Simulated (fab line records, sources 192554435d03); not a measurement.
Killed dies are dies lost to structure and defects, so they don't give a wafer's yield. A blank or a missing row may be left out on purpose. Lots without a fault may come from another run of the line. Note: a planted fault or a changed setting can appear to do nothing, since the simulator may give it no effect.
Comparing a struck lot with a sound one || flow n5 finfet || 25 steps out of a route of 1938
Sound: these wafers, L948.2, L948.3, L948.6. Wafers struck: L957.1, L957.4, L957.6. Last of all comes the cause.
Per side, at each step with rows, come the tool, then ch with its chambers, and then its first start. Under that, the readings that differ: sound wafers || struck wafers || difference of the means || sigmas: that difference in standard deviations of wafers without a fault.
alike: a reading whose means differ by less than 2 such deviations, as well as words and numbers matching on both sides. not compared: withheld readings; readings where some wafer has no value; bounds like >300 that might hide an equal value; numbers whose values overlap and for which the record gives no deviation.
The two part at a step that has a row with sigmas, a row that says differs or no value, or rows on one side only. Numbers that don't overlap but have no deviation are shown without sigmas and don't part them. A reading missing from all wafers of one side parts the sides only when that side holds two or more wafers.

first, 1 step without rows for these wafers: N5_BEOL_M4_PRE_CLEAN_56 (time 15 s).
N5_BEOL_M4_DEP_57: deposits SiCN from 3MS/NH3, target thk 8 nm, time 14 s.
  sound on pecvd-04 ch 0,1, day 9 13:15; struck on pecvd-04 ch 1,2, day 12 08:16
  alike: chamber pressure Torr, showerhead plenum p Torr, throttle valve pct
N5_BEOL_M4_RS_MEAS_58: measurement is done with a four-point probe.
  sound on film metro-02, day 9 13:19; struck on film metro-01, day 12 08:20
  alike: M4_RS
N5_BEOL_M4_INSPECT_59: inspects for defects (darkfield).
  sound on defect inspect-02, day 9 13:21; struck on defect inspect-02, day 12 08:22
  alike: raw defect count
N5_BEOL_M4_RC_MEAS_101:
  sound on prober-02 ch 0, day 9 13:32; struck on prober-01 ch 0, day 12 08:23
  alike: DIBL_N, DIBL_P, IOFF_N, IOFF_P, ION_N, ION_P, SS_N, SS_P, VT_N, VT_P
then, 1 step without rows for these wafers: N5_BEOL_M5_ILD_DEP_00 (deposits SiCOH lowk from DEMS/porogen, target thk 140.64 nm, time 25.9 s).
N5_BEOL_M5_CURE_79: cures SiCOH lowk, time 240 s.
  sound on uv cure-03 ch 2, day 9 14:34; struck on uv cure-01 ch 1, day 12 09:24
  alike: lamp power pct, wafer_temp_C_max
N5_BEOL_M5_THK_MEAS_01:
  sound on film metro-01, day 9 15:23; struck on film metro-01, day 12 09:55
  alike: M5_ILD_THK
N5_BEOL_M5_PECVD_70: deposits SiO2 from TEOS/O2, target thk 16 nm, time 18 s.
  sound on pecvd-02 ch 0,2, day 9 15:26; struck on pecvd-01 ch 0,2, day 12 09:57
  alike: chamber pressure Torr, heater power w, showerhead plenum p Torr, throttle valve pct
N5_BEOL_M5_HM_DEP_02: deposits TiN, target thk 20 nm.
  sound on pvd sputter-01, day 9 16:14; struck on pvd sputter-02, day 12 12:35
  alike: substrate temp c, throttle valve pct
then, 2 steps without rows for these wafers: N5_BEOL_M5_COAT_59 (time 60 s, resist thk 60 nm); N5_BEOL_M5_COAT_60 (time 60 s, resist thk 12 nm).
N5_BEOL_M5_COAT_71: time 60 s, resist thk 5 nm.
  sound on litho track-01 ch 0, day 9 16:22; struck on litho track-01 ch 0, day 12 12:43
{"reading": "spin speed rpm (rpm)", "sound": "1500.6 1498.2 1498.6", "struck": "1346.4 1346.8 1347.6", "difference": -152.2, "sigmas": "-99 or more"}
then, 6 steps without rows for these wafers: N5_BEOL_M5_COAT_05 (resist thk 30 nm); N5_BEOL_M5_EBR_07; N5_BEOL_M5_SOFTBAKE_06 (time 60 s); N5_BEOL_M5_EXPOSE_08 (exposes mask M5, target cd 28 nm); N5_BEOL_M5_PEB_09 (peb time 60 s); N5_BEOL_M5_DEVELOP_10 (develop time 30 s).
N5_BEOL_M5_CD_MEAS_11: target cd 27.74 nm.
  sound on cd sem-01 ch 0, day 9 16:46; struck on cd sem-02 ch 0, day 12 12:58
  alike: cd nm
N5_BEOL_M5_OVL_MEAS_12:
  sound on overlay-01 ch 0, day 9 16:47; struck on overlay-02 ch 0, day 12 13:00
  alike: M5_OVL
N5_BEOL_M5_INSPECT_13: inspects for defects (brightfield).
  sound on defect inspect-02, day 9 16:51; struck on defect inspect-02, day 12 13:04
  alike: raw defect count
N5_BEOL_M5_DESCUM_16: chemistry O2, time 7 s.
  sound on rie diel-01 ch 1,2,3, day 9 16:53; struck on rie diel-01 ch 0,1,2, day 12 14:13
  alike: drypump motor current A, oes product au, rf vpp V, showerhead plenum p Torr, throttle valve pct
  not compared: rf hours counter h
N5_BEOL_M5_ETCH_72: etches underlayer in N2/H2, target depth 6.5 nm, time 5.2 s.
  sound on rie diel-01 ch 1,2,3, day 9 16:55; struck on rie diel-01 ch 0,1,2, day 12 14:15
{"reading": "model.etch.depth nm (nm)", "sound": "4.974 4.981 4.977", "struck": "5.25 5.245 5.246", "difference": "+0.27", "sigmas": ""}
  alike: bias w, drypump motor current A, etch rf on time s, h2 flow sccm, n2 flow sccm, oes product au, rf vpp V, showerhead plenum p Torr, throttle valve pct
  not compared: rf hours counter h
then, 1 step without rows for these wafers: N5_BEOL_M5_ETCH_61 (etches SiARC in CF4, target depth 15.6 nm, time 26 s).

WHERE THEY PART
Within this record, at N5_BEOL_M5_COAT_71 only. Later steps at which nothing parts them and some readings are alike: N5_BEOL_M5_CD_MEAS_11, N5_BEOL_M5_OVL_MEAS_12, N5_BEOL_M5_INSPECT_13, N5_BEOL_M5_DESCUM_16, N5_BEOL_M5_ETCH_72.

WHY: what had been put in by the simulator
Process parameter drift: litho track-01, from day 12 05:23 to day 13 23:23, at N5_BEOL_M5_COAT_71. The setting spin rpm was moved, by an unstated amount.
